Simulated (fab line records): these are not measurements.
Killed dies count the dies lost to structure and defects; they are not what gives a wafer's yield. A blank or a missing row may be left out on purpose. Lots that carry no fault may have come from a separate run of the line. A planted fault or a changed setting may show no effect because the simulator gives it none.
Comparing a struck lot with a sound one    flow nand harc    14 steps out of a route of 1302
Sound: these wafers, L561.1, L561.3, L561.5. The struck wafers were L559.1, L559.3, L559.4. The cause comes at the end.
Order at every step that has rows: each side's tool, ch and its chambers, its first start. Under that, the readings that differ: sound wafers    struck wafers    difference of the means    sigmas: that difference in standard deviations of wafers without a fault.
alike: a reading whose means differ by less than 2 such deviations, as well as words and numbers matching on both sides. not compared: withheld readings; readings where some wafer has no value; bounds like >300 that might hide an equal value; numbers whose values overlap and for which the record gives no deviation.
A row with sigmas, a row that says differs or no value, or rows on one side alone: a step with any of these is where the two part. Numbers that don't overlap but have no deviation are shown without sigmas and don't part them. A reading that every wafer of one side lacks parts them only if that side has two wafers or more.

first, 3 steps without rows for these wafers: NHARC_A_CHANNEL_HOLE_D1_STRIP_41 (strips in N2/H2); NHARC_A_CHANNEL_HOLE_D1_STRIP_42 (strips in CF4/CHF3); NHARC_A_CHANNEL_HOLE_D1_STRIP_43 (strips in O2/COS).
NHARC_A_CHANNEL_HOLE_D1_ETCH_44: etches the open film in CF4/O2, target depth 140 nm, overetch 14 nm, time 77 s.
  sound on rie diel-05 ch 1,2,3, day 17 15:04; struck on rie diel-05 ch 0,2,3, day 16 11:09
  alike: drypump motor current A, oes product au, rf vpp V, showerhead plenum p Torr, throttle valve pct
  not compared: rf hours counter h
NHARC_A_CHANNEL_HOLE_D1_STRIP_27: strips in O2.
  sound: rie diel-05 ch 1,2,3; struck: rie diel-05 ch 0,1,3
  alike: drypump motor current A, oes product au, rf vpp V, showerhead plenum p Torr, throttle valve pct
  not compared: rf hours counter h
then, 2 steps without rows for these wafers: NHARC_A_CHANNEL_HOLE_D1_PRECLEAN_28 (cleans in SC1); NHARC_A_CHANNEL_HOLE_D1_SRD_29.
NHARC_A_CHANNEL_HOLE_D1_CD_MEAS_30:
  sound: cd sem-02 at day 17 15:52; struck: cd sem-02 at day 16 11:56
reading     sound           struck          difference  sigmas
cd nm (nm)  91.4 90.7 91.6  88.4 89.0 87.2  -3.0        -3
NHARC_A_CHANNEL_HOLE_D1_XSEM_31:
  sound on xsem-02 ch 0, day 17 15:57; struck on xsem-02 ch 0, day 16 12:02
reading         sound           struck          difference  sigmas
bot cd nm (nm)  75.9 75.1 75.5  73.3 73.9 72.3  -2.3        -2
  alike: bow nm, tilt deg
NHARC_A_CHANNEL_HOLE_D1_INSPECT_40:
  sound: defect inspect-02 at day 17 16:03; struck: defect inspect-01 at day 16 12:08
  alike: raw defect count
then, 2 steps without rows for these wafers: NHARC_A_CHANNEL_FILL_D1_PRECLEAN_00 (cleans in SC1); NHARC_A_CHANNEL_FILL_D1_SRD_01.
NHARC_A_CHANNEL_FILL_D1_ALD_02: deposits SiO2, target thk 6 nm, pulse time 10 s, ald cycles 60.
  sound on ald hk-04 ch 0,1, day 17 18:37; struck on ald hk-03 ch 0,1,2, day 16 14:13
  no value came back on the struck wafers for ald cycles, heater power outer w (W), heater power w (W), precursor pulse height rel; on the sound wafers ald cycles reads 60 60 60
NHARC_A_CHANNEL_FILL_D1_ALD_03: deposits SiNx, target thk 6 nm, pulse time 60 s, ald cycles 58.
  sound: ald sin batch-02 ch 0; struck: ald sin batch-02 ch 0
  alike: chamber pressure Torr, precursor pulse height rel

== WHERE THEY PART ==
Last at NHARC_A_CHANNEL_FILL_D1_ALD_02 as far as this record goes, first at NHARC_A_CHANNEL_HOLE_D1_CD_MEAS_30. Later steps at which nothing parts them and some readings are alike: NHARC_A_CHANNEL_FILL_D1_ALD_03.

WHY: whatever the simulator had introduced
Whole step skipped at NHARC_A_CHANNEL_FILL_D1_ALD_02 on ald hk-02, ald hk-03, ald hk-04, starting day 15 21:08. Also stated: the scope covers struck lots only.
